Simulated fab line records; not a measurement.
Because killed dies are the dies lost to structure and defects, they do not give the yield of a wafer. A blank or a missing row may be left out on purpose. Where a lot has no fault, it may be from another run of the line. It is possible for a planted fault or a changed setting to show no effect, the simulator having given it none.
A lot that was struck, set against a sound lot | flow nandHarc | 18 steps out of a route of 1302
Sound: the wafers L571.3, L571.5, L571.6. Struck: wafers L576.1, L576.2, L576.6. The cause is given at the end.
Per side, at each step with rows, come the tool, then ch with its chambers, and then its first start. Under that, the readings that differ: sound wafers | struck wafers | difference of the means | sigmas: that difference in standard deviations of wafers without a fault.
alike: readings with means less than 2 such deviations apart, plus words and numbers identical on both sides. not compared: withheld readings, readings lacking a value on some wafer, bounds such as >300 that could conceal the same value, and numbers that have no deviation in the record and whose values overlap.
Wherever a step has rows on one side only, a row that says differs or no value, or a row with sigmas, the two part there. Numbers that don't overlap but have no deviation are shown without sigmas and don't part them. A reading missing from all wafers of one side parts the sides only when that side holds two or more wafers.

first, 2 steps without rows for these wafers: NHARC_P_STI_SRD_39; NHARC_P_STI_OXIDE_40 (material SiO2, target thk 10 nm, ox time 1362 s).
NHARC_P_STI_INSPECT_25:
  sound: defectInspect-01 at day 6 06:08; struck: defectInspect-02 at day 8 08:48
  alike: rawDefectCount
then, 9 steps without rows for these wafers: NHARC_P_GATE_ETCH_69 (etches SiO2 in dHF, target depth 14 nm); NHARC_P_GATE_PRECLEAN_70 (cleans in SC1); NHARC_P_GATE_SRD_01; NHARC_P_GATE_OXIDE_02 (material SiO2, target thk 37.5 nm, ox time 365 s); NHARC_P_GATE_DEHYDRATE_03 (time 120 s); NHARC_P_GATE_HMDS_04 (time 30 s); NHARC_P_GATE_COAT_05; NHARC_P_GATE_SOFTBAKE_06 (time 95 s); NHARC_P_GATE_EBR_07.
NHARC_P_GATE_EXPOSE_08: exposes mask P HV.
  sound on krfScanner-04 ch 0, day 6 14:24; struck on krfScanner-04 ch 0, day 8 19:59
reading | sound                | struck                  | difference | sigmas
mask    | P_HV#0 P_HV#0 P_HV#0 | P_NSD#0 P_NSD#0 P_NSD#0 | differs    | 
then, 2 steps without rows for these wafers: NHARC_P_GATE_PEB_09 (peb time 85 s); NHARC_P_GATE_DEVELOP_10 (time 70 s).
NHARC_P_GATE_CD_MEAS_11 targets a cd of 1640 nm.
  sound on cdSem-03 ch 0, day 6 14:33; struck on cdSem-03 ch 0, day 8 20:08
reading   | sound                | struck | difference                    | sigmas
cdNm (nm) | 1640.1 1640.2 1643.0 | - - -  | no value on the struck wafers | 
then, 1 step without rows for these wafers: NHARC_P_GATE_HARDBAKE_12 (time 80 s).
-- jump in the record: it breaks off in module P_GATE and resumes in module END (first step shown: number 1302 of the route), and 21 days separate the struck wafers' starts before and after --
NHARC_END_SORT_01:
  the record has rows for the struck wafers here (prober-01 ch 0, day 29 15:25) and none for the sound ones

WHERE THEY PART
Earliest at NHARC_P_GATE_EXPOSE_08; latest, in this record, at NHARC_END_SORT_01.

WHY: what the simulator had put in
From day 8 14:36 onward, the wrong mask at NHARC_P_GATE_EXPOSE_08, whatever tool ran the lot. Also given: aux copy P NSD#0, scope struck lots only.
